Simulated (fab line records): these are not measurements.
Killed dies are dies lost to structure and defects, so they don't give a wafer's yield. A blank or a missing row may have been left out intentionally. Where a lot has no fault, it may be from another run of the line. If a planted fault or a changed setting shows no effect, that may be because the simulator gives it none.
Lot-split experiment || flow n5 finfet || route with 1938 steps; 7 lots, 21 wafers read

SPLIT DETAILS
At N5_BEOL_M7_VIA_ETCH_34 (etches SiCOH lowk in C4F6/O2, target depth 125.5 nm, time 50.5 s), the setting source w was moved away from the recipe's 345 W on 5 of the 21 wafers read, by -12.4% to +12.3%. This setting was run at the recipe's value on the other wafers.

Reading taken at the split's own step.

THE READING
rf vpp V, in V, at N5_BEOL_M7_VIA_ETCH_34 (etches SiCOH lowk in C4F6/O2, target depth 125.5 nm, time 50.5 s). On this fab line, fault-free wafers typically give 662 V with a standard deviation of 7.8 V.

{"wafer": "L078.2", "tool, chamber at the split": "rie diel-03, 1", "source w as run, W": 345, "against the recipe": "recipe", "rf vpp V, V": 674, "against lot-mates on the recipe": "-"}
{"wafer": "L078.3", "tool, chamber at the split": "rie diel-03, 0", "source w as run, W": 345, "against the recipe": "recipe", "rf vpp V, V": 672, "against lot-mates on the recipe": "-"}
{"wafer": "L078.5", "tool, chamber at the split": "rie diel-03, 1", "source w as run, W": 345, "against the recipe": "recipe", "rf vpp V, V": 675, "against lot-mates on the recipe": "-"}
{"wafer": "L081.1", "tool, chamber at the split": "rie diel-01, 2", "source w as run, W": 387.3, "against the recipe": "+12.3%", "rf vpp V, V": 634, "against lot-mates on the recipe": -36}
{"wafer": "L081.2", "tool, chamber at the split": "rie diel-01, 1", "source w as run, W": 345, "against the recipe": "recipe", "rf vpp V, V": 670, "against lot-mates on the recipe": "-"}
{"wafer": "L081.4", "tool, chamber at the split": "rie diel-01, 3", "source w as run, W": 387.3, "against the recipe": "+12.3%", "rf vpp V, V": 614, "against lot-mates on the recipe": -56}
{"wafer": "L084.1", "tool, chamber at the split": "rie diel-03, 0", "source w as run, W": 302.2, "against the recipe": "-12.4%", "rf vpp V, V": 719, "against lot-mates on the recipe": "+61"}
{"wafer": "L084.3", "tool, chamber at the split": "rie diel-03, 2", "source w as run, W": 345, "against the recipe": "recipe", "rf vpp V, V": 658, "against lot-mates on the recipe": "-"}
{"wafer": "L084.6", "tool, chamber at the split": "rie diel-03, 1", "source w as run, W": 302.2, "against the recipe": "-12.4%", "rf vpp V, V": 721, "against lot-mates on the recipe": "+63"}
{"wafer": "L087.1", "tool, chamber at the split": "rie diel-03, 1", "source w as run, W": 345, "against the recipe": "recipe", "rf vpp V, V": 676, "against lot-mates on the recipe": "-"}
{"wafer": "L087.3", "tool, chamber at the split": "rie diel-03, 3", "source w as run, W": 345, "against the recipe": "recipe", "rf vpp V, V": 656, "against lot-mates on the recipe": "-"}
{"wafer": "L087.4", "tool, chamber at the split": "rie diel-03, 2", "source w as run, W": 345, "against the recipe": "recipe", "rf vpp V, V": 658, "against lot-mates on the recipe": "-"}
{"wafer": "L090.1", "tool, chamber at the split": "rie diel-03, 1", "source w as run, W": 345, "against the recipe": "recipe", "rf vpp V, V": 673, "against lot-mates on the recipe": "-"}
{"wafer": "L090.3", "tool, chamber at the split": "rie diel-03, 2", "source w as run, W": 345, "against the recipe": "recipe", "rf vpp V, V": 655, "against lot-mates on the recipe": "-"}
{"wafer": "L090.5", "tool, chamber at the split": "rie diel-03, 3", "source w as run, W": 345, "against the recipe": "recipe", "rf vpp V, V": 656, "against lot-mates on the recipe": "-"}
{"wafer": "L094.3", "tool, chamber at the split": "rie diel-03, 0", "source w as run, W": 345, "against the recipe": "recipe", "rf vpp V, V": 672, "against lot-mates on the recipe": "-"}
{"wafer": "L094.5", "tool, chamber at the split": "rie diel-03, 2", "source w as run, W": 345, "against the recipe": "recipe", "rf vpp V, V": 657, "against lot-mates on the recipe": "-"}
{"wafer": "L094.6", "tool, chamber at the split": "rie diel-03, 3", "source w as run, W": 345, "against the recipe": "recipe", "rf vpp V, V": 655, "against lot-mates on the recipe": "-"}
{"wafer": "L089.1", "tool, chamber at the split": "rie diel-06, 1", "source w as run, W": 345, "against the recipe": "recipe", "rf vpp V, V": 650, "against lot-mates on the recipe": "-"}
{"wafer": "L089.2", "tool, chamber at the split": "rie diel-06, 3", "source w as run, W": 368, "against the recipe": "+6.7%", "rf vpp V, V": 643, "against lot-mates on the recipe": -16}
{"wafer": "L089.3", "tool, chamber at the split": "rie diel-06, 0", "source w as run, W": 345, "against the recipe": "recipe", "rf vpp V, V": 668, "against lot-mates on the recipe": "-"}

THE FIT
A straight line over all 21 wafers: rf vpp V changes by -3.86 V for each +1% of source w; r = -0.93; the points scatter about the line by 9.3 V.
The same after taking each lot's own level away (the mean of its wafers on the recipe; 21 wafers): -4.27 V for each +1%; r = -0.95; scatter 8.3 V.
Per that fit: largest source w move, reading shift of 53 V.
From 658.0 to 673.7 V: that is the span of the lots' own levels, equal to 2.0 times the standard deviation above.
Consequently the slope shifts little with the lot-to-lot level, the two slopes agreeing.
Check: for one of the wafers moved furthest among these (-12.4%), held out of the fit, the line's prediction against its lot-mates is +52.5 V. Against them it came out at +61 V.
Tool readings at the split's step, against how far the setting was moved: rf vpp V r = -0.93.

THE OTHER SPLITS THESE WAFERS WENT THROUGH
Before the reading, these wafers also passed through other splits. Each is held against what the fit with the lots' levels taken away leaves over:
{"other split on the same wafers": "N5_BEOL_M7_EXPOSE_08 dose mj", "wafers away from the commonest value": 7, "r with rf vpp V (lot level and that fit taken away)": "+0.08"}
{"other split on the same wafers": "N5_BEOL_M7_EXPOSE_25 dose mj", "wafers away from the commonest value": 8, "r with rf vpp V (lot level and that fit taken away)": -0.32}

THE WHOLE CHAIN: every reading that the file lists as answering this split, in the file's order
{"step": "N5_BEOL_M7_VIA_ETCH_34", "what it does": "etches SiCOH lowk in C4F6/O2, target depth 125.5 nm, time 50.5 s", "reading": "rf vpp V", "change (the file's fit)": "-4.12 V for each +1% of the setting", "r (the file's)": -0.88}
{"step": "N5_BEOL_M7_VIA_ETCH_34", "what it does": "etches SiCOH lowk in C4F6/O2, target depth 125.5 nm, time 50.5 s", "reading": "etch.depth nm (the simulator's own value, which no gauge read)", "change (the file's fit)": "+0.598 nm for each +1% of the setting", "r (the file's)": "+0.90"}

FILE'S OWN FIT
rf vpp V changes by -4.12 V for each +1% of source w, r = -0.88.
